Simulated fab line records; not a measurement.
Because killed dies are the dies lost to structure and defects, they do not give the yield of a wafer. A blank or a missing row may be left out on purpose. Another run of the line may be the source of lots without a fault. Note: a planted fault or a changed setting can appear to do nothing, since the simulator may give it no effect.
What tool caused it? :: flow nand-harc :: 12 lots with 36 wafers sampled at 6 steps, on a route of 1302 steps

WHAT EACH GAUGE READ, for each wafer
NHARC_A_CONTACT_CD_MEAS_08: the cd target is 200 nm. Usual: cd-nm reads 200.0 nm (standard deviation 0.45).
lot: L246
measured: day 23 10:11
on: cd-sem-01
cd-nm (nm): 199.8 199.7 199.7
flag: 

lot: L248
measured: day 24 01:38
on: cd-sem-01
cd-nm (nm): 200.1 200.2 200.1
flag: 

lot: L247
measured: day 24 02:35
on: cd-sem-03
cd-nm (nm): 200.6 200.9 200.6
flag: 

lot: L250
measured: day 25 05:40
on: cd-sem-03
cd-nm (nm): 200.9 199.9 200.1
flag: 

lot: L255
measured: day 26 23:22
on: cd-sem-01
cd-nm (nm): 199.8 200.6 200.0
flag: 

lot: L258
measured: day 27 18:25
on: cd-sem-02
cd-nm (nm): 200.0 199.5 199.2
flag: 

lot: L259
measured: day 28 04:09
on: cd-sem-03
cd-nm (nm): 200.3 200.9 200.6
flag: 

lot: L262
measured: day 29 21:22
on: cd-sem-03
cd-nm (nm): 200.2 199.8 200.1
flag: 

lot: L264
measured: day 30 08:56
on: cd-sem-01
cd-nm (nm): 200.4 199.1 199.4
flag: 

lot: L266
measured: day 31 07:32
on: cd-sem-03
cd-nm (nm): 200.3 200.3 200.6
flag: 

lot: L267
measured: day 31 17:35
on: cd-sem-01
cd-nm (nm): 199.3 199.3 200.1
flag: 

lot: L268
measured: day 32 05:57
on: cd-sem-01
cd-nm (nm): 199.7 199.7 199.7
flag: 

NHARC_A_CONTACT_INSPECT_10. Usual: raw-defect-count reads 74 (standard deviation 39).
lot: L246
measured: day 23 10:19
on: defect-inspect-01
raw-defect-count: 53 42 47
flag: 

lot: L248
measured: day 24 01:46
on: defect-inspect-02
raw-defect-count: 62 74 67
flag: 

lot: L247
measured: day 24 02:42
on: defect-inspect-01
raw-defect-count: 88 105 111
flag: 

lot: L250
measured: day 25 05:47
on: defect-inspect-02
raw-defect-count: 21 25 30
flag: 

lot: L255
measured: day 26 23:29
on: defect-inspect-02
raw-defect-count: 607 568 604
flag: OFF

lot: L258
measured: day 27 18:32
on: defect-inspect-02
raw-defect-count: 625 670 673
flag: OFF

lot: L259
measured: day 28 04:16
on: defect-inspect-02
raw-defect-count: 19 29 33
flag: 

lot: L262
measured: day 29 21:29
on: defect-inspect-01
raw-defect-count: 84 78 86
flag: 

lot: L264
measured: day 30 09:03
on: defect-inspect-01
raw-defect-count: 83 84 74
flag: 

lot: L266
measured: day 31 07:40
on: defect-inspect-01
raw-defect-count: 60 72 67
flag: 

lot: L267
measured: day 31 17:43
on: defect-inspect-02
raw-defect-count: 22 27 29
flag: 

lot: L268
measured: day 32 07:41
on: defect-inspect-01
raw-defect-count: 33 38 46
flag: 

NHARC_END_SORT_01. Usual: killed-at-array 50, standard deviation 18; killed-at-other 0.8, standard deviation 1.1; killed-at-periphery 4.1, standard deviation 2.9; killed-dies 55, standard deviation 18; killed-open 3.5, standard deviation 1.9; killed-short 2.4, standard deviation 1.5.
lot: L255
measured: day 29 06:49
on: prober-01
killed-at-array: 132 147 143
killed-at-other: 0 0 0
killed-at-periphery: 3 5 6
killed-dies: 135 152 149
killed-open: 1 3 4
killed-short: 2 3 1
flag: OFF

lot: L258
measured: day 30 00:19
on: prober-01
killed-at-array: 162 181 174
killed-at-other: 0 0 0
killed-at-periphery: 6 6 1
killed-dies: 168 187 175
killed-open: 2 3 3
killed-short: 0 1 2
flag: OFF

lot: L262
measured: day 32 04:28
on: prober-01
killed-at-array: 54 53 62
killed-at-other: 1 1 0
killed-at-periphery: 5 3 1
killed-dies: 60 57 63
killed-open: 2 1 3
killed-short: 5 0 3
flag: 

WHICH TOOL RAN EACH LOT (tool, then ch and the chambers of the sampled wafers, then the start)
lot: L246
NHARC_A_CONTACT_DEP_84: acl-dep-01 ch 0, day 23 07:50
NHARC_A_CONTACT_DEP_85: pecvd-04 ch 0,2, day 23 09:37
NHARC_A_CONTACT_ETCH_88: rie-diel-02 ch 1,2,3, day 23 11:11

lot: L248
NHARC_A_CONTACT_DEP_84: acl-dep-02 ch 0, day 23 23:17
NHARC_A_CONTACT_DEP_85: pecvd-04 ch 0,1, day 24 01:02
NHARC_A_CONTACT_ETCH_88: rie-diel-05 ch 1,2, day 24 01:59

lot: L247
NHARC_A_CONTACT_DEP_84: acl-dep-03 ch 0, day 24 00:14
NHARC_A_CONTACT_DEP_85: pecvd-02 ch 0,1, day 24 02:01
NHARC_A_CONTACT_ETCH_88: rie-diel-06 ch 2,3, day 24 02:51

lot: L250
NHARC_A_CONTACT_DEP_84: acl-dep-01 ch 0, day 25 03:50
NHARC_A_CONTACT_DEP_85: pecvd-01 ch 0,1, day 25 05:01
NHARC_A_CONTACT_ETCH_88: rie-diel-06 ch 1,2, day 25 05:55

lot: L255
NHARC_A_CONTACT_DEP_84: acl-dep-01 ch 0, day 26 21:11
NHARC_A_CONTACT_DEP_85: pecvd-01 ch 1,2, day 26 22:38
NHARC_A_CONTACT_ETCH_88: rie-diel-05 ch 0,1,2, day 26 23:38

lot: L258
NHARC_A_CONTACT_DEP_84: acl-dep-01 ch 0, day 27 15:23
NHARC_A_CONTACT_DEP_85: pecvd-02 ch 1,2, day 27 17:42
NHARC_A_CONTACT_ETCH_88: rie-diel-02 ch 0,2, day 27 18:43

lot: L259
NHARC_A_CONTACT_DEP_84: acl-dep-02 ch 0, day 28 01:43
NHARC_A_CONTACT_DEP_85: pecvd-02 ch 0,1, day 28 03:26
NHARC_A_CONTACT_ETCH_88: rie-diel-06 ch 0,1,3, day 28 04:26

lot: L262
NHARC_A_CONTACT_DEP_84: acl-dep-03 ch 0, day 29 19:35
NHARC_A_CONTACT_DEP_85: pecvd-04 ch 0,1, day 29 20:49
NHARC_A_CONTACT_ETCH_88: rie-diel-06 ch 0,3, day 29 21:38

lot: L264
NHARC_A_CONTACT_DEP_84: acl-dep-03 ch 0, day 30 06:53
NHARC_A_CONTACT_DEP_85: pecvd-02 ch 0,1,2, day 30 08:22
NHARC_A_CONTACT_ETCH_88: rie-diel-02 ch 0,1,3, day 30 09:13

lot: L266
NHARC_A_CONTACT_DEP_84: acl-dep-02 ch 0, day 31 05:06
NHARC_A_CONTACT_DEP_85: pecvd-01 ch 1,2, day 31 06:51
NHARC_A_CONTACT_ETCH_88: rie-diel-06 ch 0,1,2, day 31 07:49

lot: L267
NHARC_A_CONTACT_DEP_84: acl-dep-03 ch 0, day 31 15:07
NHARC_A_CONTACT_DEP_85: pecvd-02 ch 1,2, day 31 16:52
NHARC_A_CONTACT_ETCH_88: rie-diel-02 ch 0,1, day 31 17:52

lot: L268
NHARC_A_CONTACT_DEP_84: acl-dep-02 ch 0, day 32 03:46
NHARC_A_CONTACT_DEP_85: pecvd-04 ch 0,1, day 32 05:13
NHARC_A_CONTACT_ETCH_88: rie-diel-05 ch 1,2,3, day 32 07:58
- NHARC_A_CONTACT_DEP_84: deposits aC, target thk 2800 nm.
- NHARC_A_CONTACT_DEP_85: deposits SiON, target thk 60 nm.
- NHARC_A_CONTACT_ETCH_88: etches the open film in CF4, target depth 39 nm, time 65 s.

WHAT THE TOOLS THEMSELVES READ (means of the sampled wafers that have a number; where no wafer has one, the mark that the record gives instead)
NHARC_A_CONTACT_DEP_84. Usual: throttle-valve-pct reads 34.999 % (standard deviation 0.009).
lot: L246
tool: acl-dep-01
throttle-valve-pct (%): 34.997
flag: 

lot: L248
tool: acl-dep-02
throttle-valve-pct (%): 35.006
flag: 

lot: L247
tool: acl-dep-03
throttle-valve-pct (%): 35.002
flag: 

lot: L250
tool: acl-dep-01
throttle-valve-pct (%): 34.997
flag: 

lot: L255
tool: acl-dep-01
throttle-valve-pct (%): 34.993
flag: 

lot: L258
tool: acl-dep-01
throttle-valve-pct (%): 35.001
flag: 

lot: L259
tool: acl-dep-02
throttle-valve-pct (%): 35.002
flag: 

lot: L262
tool: acl-dep-03
throttle-valve-pct (%): 35.004
flag: 

lot: L264
tool: acl-dep-03
throttle-valve-pct (%): 34.989
flag: 

lot: L266
tool: acl-dep-02
throttle-valve-pct (%): 34.995
flag: 

lot: L267
tool: acl-dep-03
throttle-valve-pct (%): 34.994
flag: 

lot: L268
tool: acl-dep-02
throttle-valve-pct (%): 35.004
flag: 

NHARC_A_CONTACT_DEP_85. Usual: heater-power-w reads 713 W (standard deviation 93).
lot: L246
tool: pecvd-04
heater-power-w (W): 797
flag: 

lot: L248
tool: pecvd-04
heater-power-w (W): 720
flag: 

lot: L247
tool: pecvd-02
heater-power-w (W): 819
flag: 

lot: L250
tool: pecvd-01
heater-power-w (W): 707
flag: 

lot: L255
tool: pecvd-01
heater-power-w (W): 663
flag: 

lot: L258
tool: pecvd-02
heater-power-w (W): 657
flag: 

lot: L259
tool: pecvd-02
heater-power-w (W): 804
flag: 

lot: L262
tool: pecvd-04
heater-power-w (W): 754
flag: 

lot: L264
tool: pecvd-02
heater-power-w (W): 702
flag: 

lot: L266
tool: pecvd-01
heater-power-w (W): 612
flag: 

lot: L267
tool: pecvd-02
heater-power-w (W): 623
flag: 

lot: L268
tool: pecvd-04
heater-power-w (W): 774
flag: 

NHARC_A_CONTACT_ETCH_88. Usual: bias-w 100.0 W, standard deviation 0.34; drypump-motor-current-A 5.7 A, standard deviation 0.56; oes-product-au 1.003 a.u., standard deviation 0.0081; rf-vpp-V 151.1 V, standard deviation 1.4; showerhead-plenum-p-Torr 1.76 Torr, standard deviation 0.088; throttle-valve-pct 13.284 %, standard deviation 0.0098.
lot: L246
tool: rie-diel-02
bias-w (W): 99.9
drypump-motor-current-A (A): 6.0
oes-product-au (a.u.): 1.008
rf-vpp-V (V): 150.8
showerhead-plenum-p-Torr (Torr): 1.75
throttle-valve-pct (%): 13.285
flag: 

lot: L248
tool: rie-diel-05
bias-w (W): 100.4
drypump-motor-current-A (A): 5.4
oes-product-au (a.u.): 0.994
rf-vpp-V (V): 151.1
showerhead-plenum-p-Torr (Torr): 1.80
throttle-valve-pct (%): 13.292
flag: 

lot: L247
tool: rie-diel-06
bias-w (W): 99.9
drypump-motor-current-A (A): 5.6
oes-product-au (a.u.): 1.006
rf-vpp-V (V): 149.8
showerhead-plenum-p-Torr (Torr): 1.70
throttle-valve-pct (%): 13.287
flag: 

lot: L250
tool: rie-diel-06
bias-w (W): 100.0
drypump-motor-current-A (A): 6.0
oes-product-au (a.u.): 0.999
rf-vpp-V (V): 151.5
showerhead-plenum-p-Torr (Torr): 1.76
throttle-valve-pct (%): 13.286
flag: 

lot: L255
tool: rie-diel-05
bias-w (W): 100.1
drypump-motor-current-A (A): 5.6
oes-product-au (a.u.): 1.001
rf-vpp-V (V): 152.5
showerhead-plenum-p-Torr (Torr): 1.89
throttle-valve-pct (%): 13.288
flag: 

lot: L258
tool: rie-diel-02
bias-w (W): 100.0
drypump-motor-current-A (A): 5.8
oes-product-au (a.u.): 0.999
rf-vpp-V (V): 149.5
showerhead-plenum-p-Torr (Torr): 1.67
throttle-valve-pct (%): 13.271
flag: 

lot: L259
tool: rie-diel-06
bias-w (W): 100.0
drypump-motor-current-A (A): 5.9
oes-product-au (a.u.): 0.999
rf-vpp-V (V): 150.2
showerhead-plenum-p-Torr (Torr): 1.67
throttle-valve-pct (%): 13.284
flag: 

lot: L262
tool: rie-diel-06
bias-w (W): 99.5
drypump-motor-current-A (A): 5.6
oes-product-au (a.u.): 1.003
rf-vpp-V (V): 153.1
showerhead-plenum-p-Torr (Torr): 1.84
throttle-valve-pct (%): 13.274
flag: 

lot: L264
tool: rie-diel-02
bias-w (W): 99.9
drypump-motor-current-A (A): 5.5
oes-product-au (a.u.): 1.018
rf-vpp-V (V): 152.0
showerhead-plenum-p-Torr (Torr): 1.75
throttle-valve-pct (%): 13.289
flag: 

lot: L266
tool: rie-diel-06
bias-w (W): 100.4
drypump-motor-current-A (A): 6.0
oes-product-au (a.u.): 1.001
rf-vpp-V (V): 150.3
showerhead-plenum-p-Torr (Torr): 1.72
throttle-valve-pct (%): 13.288
flag: 

lot: L267
tool: rie-diel-02
bias-w (W): 100.1
drypump-motor-current-A (A): 5.5
oes-product-au (a.u.): 0.996
rf-vpp-V (V): 151.2
showerhead-plenum-p-Torr (Torr): 1.78
throttle-valve-pct (%): 13.287
flag: 

lot: L268
tool: rie-diel-05
bias-w (W): 99.9
drypump-motor-current-A (A): 5.9
oes-product-au (a.u.): 1.010
rf-vpp-V (V): 153.9
showerhead-plenum-p-Torr (Torr): 1.88
throttle-valve-pct (%): 13.279
flag: 

THE ANSWER, worked out from the rows above alone
Rule: a lot is off if the mean of its wafers that have a number lies more than 3 standard deviations from the usual mean. A lot without any number at a reading at which 4 lots or more have one is off too. All remaining lots with rows at the step are treated as sound. After the gauges, taken in route order, come the tools' own readings; for these a lot's mean is taken, as printed above. The first step at which some lot is off is used, and at that step the reading that is off furthest; a lot without a number counts as furthest.
Off: L255, L258 (NHARC_A_CONTACT_INSPECT_10, raw-defect-count).
A tool fits if, at a process step before that reading, it ran every lot that is off, and no sound lot after the first of them. The gauges at NHARC_A_CONTACT_INSPECT_10 aren't tried: what is off there is off at NHARC_END_SORT_01 too, on other tools, and a gauge's error can't cause that. One fits: acl-dep-01 at NHARC_A_CONTACT_DEP_84. A fault onset in the window from L250 (day 25 03:50, its last sound lot) to L255 (day 26 21:11, its first lot off) fits.

WHAT THE SIMULATOR HAD PUT IN
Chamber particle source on acl-dep-01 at NHARC_A_CONTACT_DEP_84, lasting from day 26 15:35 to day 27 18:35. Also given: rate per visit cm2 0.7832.
Shown lots that were struck: L255, L258. The rule above reached the same finding.
